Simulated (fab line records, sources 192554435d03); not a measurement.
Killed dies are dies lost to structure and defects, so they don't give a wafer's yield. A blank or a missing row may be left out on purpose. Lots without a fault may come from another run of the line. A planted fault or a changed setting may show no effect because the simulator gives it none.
Chamber matching | flow n5_finfet | N5_GATE_CUT_SAC_CAP_01 on ald_sin-03: 4 sister chambers
The step material SiNx, target thk 24 nm, pulse time 1 s, ald cycles 480. 4 wafers are shown with their chamber, then 9 later ones without.

WAFERS WITH THEIR CHAMBER
wafer  | chamber | heater_power_w (W)
L087.5 | 1       | 892
L088.1 | 2       | 762
L088.2 | 3       | 878
L088.3 | 0       | 938

WAFERS WITHOUT THEIR CHAMBER
wafer  | heater_power_w (W)
L089.2 | 892
L089.4 | 893
L089.5 | 761
L090.2 | 871
L090.3 | 864
L090.6 | 893
L092.2 | 939
L092.3 | 860
L092.4 | 733

WHICH CHAMBER EACH WENT THROUGH
wafer  | from the rows above     | in truth
L089.2 | can't be placed: 1 or 3 | 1
L089.4 | can't be placed: 1 or 3 | 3
L089.5 | 2                       | 2
L090.2 | can't be placed: 3 or 1 | 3
L090.3 | can't be placed: 3 or 1 | 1
L090.6 | can't be placed: 1 or 3 | 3
L092.2 | 0                       | 0
L092.3 | can't be placed: 3 or 1 | 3
L092.4 | 2                       | 2
Placed correctly: 3 of 9. Can't be placed from these rows: 6 (the true chamber is among the candidates in 6). Placed wrongly: 0.
How it was worked out, from the rows above alone: a wafer's distance from a chamber is the root of the sum, over the readings, of the square of ((its reading less the chamber's mean) divided by the reading's scatter). The wafer belongs to the nearest chamber; if the next one is less than 2 further off, it can't be placed. A chamber's mean is the mean of its shown wafers. The scatter: with one shown wafer a chamber, the root of the mean of the squares of how far each hidden wafer lies from its nearest shown one.
